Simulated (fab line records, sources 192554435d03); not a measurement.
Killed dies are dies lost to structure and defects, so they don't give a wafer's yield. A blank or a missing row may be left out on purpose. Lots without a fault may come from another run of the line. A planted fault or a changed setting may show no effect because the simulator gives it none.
Chamber matching | flow n5_finfet | N5_BEOL_M6_PECVD_70 on pecvd-01: 3 sister chambers
The step deposits SiO2 from TEOS/O2, target thk 20 nm, time 22.7 s. 3 wafers are shown with their chamber, then 7 later ones without.

WAFERS WITH THEIR CHAMBER
wafer  | chamber | throttle_valve_pct (%)
L076.6 | 0       | 24.2
L086.5 | 2       | 21.1
L087.4 | 1       | 22.5

WAFERS WITHOUT THEIR CHAMBER
wafer  | throttle_valve_pct (%)
L087.6 | 24.4
L088.2 | 24.3
L088.5 | 24.3
L088.6 | 22.2
L089.1 | 22.1
L089.2 | 24.4
L089.3 | 21.2

WHICH CHAMBER EACH WENT THROUGH
wafer  | from the rows above | in truth
L087.6 | 0                   | 0
L088.2 | 0                   | 0
L088.5 | 0                   | 0
L088.6 | 1                   | 1
L089.1 | 1                   | 1
L089.2 | 0                   | 0
L089.3 | 2                   | 2
Placed correctly: 7 of 7. Can't be placed from these rows: 0. Placed wrongly: 0.
How it was worked out, from the rows above alone: a wafer's distance from a chamber is the root of the sum, over the readings, of the square of ((its reading less the chamber's mean) divided by the reading's scatter). The wafer belongs to the nearest chamber; if the next one is less than 2 further off, it can't be placed. A chamber's mean is the mean of its shown wafers. The scatter: with one shown wafer a chamber, the root of the mean of the squares of how far each hidden wafer lies from its nearest shown one.
